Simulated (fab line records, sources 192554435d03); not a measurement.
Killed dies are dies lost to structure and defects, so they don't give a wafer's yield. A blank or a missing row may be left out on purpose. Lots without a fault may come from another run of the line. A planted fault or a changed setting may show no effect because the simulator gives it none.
Split-lot experiment | flow n5_finfet | 7 lots, 21 wafers read, on a route of 1938 steps

THE SPLIT
At N5_BEOL_M14_DEP_53 (deposits SiCN from 3MS/NH3, target thk 50 nm, time 17.8 s), the setting time_s was moved away from the recipe's 17.8 s on 12 of the 21 wafers read, by -12.3% to +13.1%. The other wafers ran this setting at the recipe's value.

The reading is taken at the split's own step.

THE READING
SiCN_of_BEOL_M14_DEP_53.thk_nm (the simulator's own value, which no gauge read), in nm, at N5_BEOL_M14_DEP_53 (deposits SiCN from 3MS/NH3, target thk 50 nm, time 17.8 s). The file gives no usual value for it. The 9 wafers here that ran the recipe average 49.7 nm, standard deviation 0.82 nm.

wafer  | tool, chamber at the split | time_s as run, s | against the recipe | SiCN_of_BEOL_M14_DEP_53.thk_nm, nm | against lot-mates on the recipe
L075.1 | pecvd-03, 2                | 20.13            | +13.1%             | 55.2                               | +7.0
L075.2 | pecvd-03, 1                | 17.8             | recipe             | 48.2                               | -
L075.5 | pecvd-03, 0                | 20.13            | +13.1%             | 57                                 | +8.8
L079.2 | pecvd-01, 2                | 17.01            | -4.4%              | 46.2                               | -3.2
L079.3 | pecvd-01, 0                | 17.8             | recipe             | 49.4                               | -
L079.4 | pecvd-01, 2                | 17.01            | -4.4%              | 47.4                               | -2.0
L078.1 | pecvd-03, 0                | 17.8             | recipe             | 50.6                               | -
L078.2 | pecvd-03, 2                | 17.8             | recipe             | 50                                 | -
L078.5 | pecvd-03, 0                | 17.8             | recipe             | 51                                 | -
L085.1 | pecvd-04, 2                | 17.8             | recipe             | 49.8                               | -
L085.5 | pecvd-04, 2                | 16.71            | -6.1%              | 47.6                               | -2.2
L085.6 | pecvd-04, 0                | 16.71            | -6.1%              | 46.4                               | -3.4
L090.2 | pecvd-04, 2                | 17.8             | recipe             | 49.4                               | -
L090.5 | pecvd-04, 1,0              | 19.1             | +7.3%              | 53                                 | +3.6
L090.6 | pecvd-04, 1,0              | 19.1             | +7.3%              | 53                                 | +3.6
L096.1 | pecvd-03, 1                | 15.61            | -12.3%             | 43.6                               | -6.6
L096.4 | pecvd-03, 0                | 15.61            | -12.3%             | 44.2                               | -6.0
L096.6 | pecvd-03, 1                | 17.8             | recipe             | 50.2                               | -
L097.1 | pecvd-01, 2                | 17.8             | recipe             | 48.8                               | -
L097.2 | pecvd-01, 0                | 15.76            | -11.5%             | 44                                 | -4.8
L097.4 | pecvd-01, 0                | 15.76            | -11.5%             | 44.2                               | -4.6
Where a row lists several chambers, the file gives one row for several wafers and doesn't say which wafer went through which chamber.

THE FIT
A straight line over all 21 wafers: SiCN_of_BEOL_M14_DEP_53.thk_nm changes by +0.482 nm for each +1% of time_s; r = +0.98; the points scatter about the line by 0.75 nm.
The same after taking each lot's own level away (the mean of its wafers on the recipe; 21 wafers): +0.519 nm for each +1%; r = +0.99; scatter 0.68 nm.
On that fit, the largest move of time_s shifts the reading by 6.8 nm.
The lots' own levels span 48.20 to 50.53 nm, that is 2.8 times the standard deviation above.
So the lot-to-lot level changes the slope little: the two slopes agree.
Check: with one of the wafers moved furthest among these (+13.1%) left out of the fit, the line predicts +7.01 nm for it against its lot-mates. It came out at +7 nm against them.

OTHER SPLITS ON THESE WAFERS
These wafers also went through other splits before the reading. Each is held against what the fit with the lots' levels taken away leaves over:
other split on the same wafers | wafers away from the commonest value | r with SiCN_of_BEOL_M14_DEP_53.thk_nm (lot level and that fit taken away)
N5_BEOL_M14_ILD_DEP_00 time_s  | 8                                    | +0.00
N5_BEOL_M14_PEB_08 peb_time_s  | 7                                    | +0.38
N5_BEOL_M14_SPUTTER_43 power_w | 4                                    | +0.14

THE FILE'S OWN FIT
SiCN_of_BEOL_M14_DEP_53.thk_nm changes by +0.513 nm for each +1% of time_s, r = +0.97.
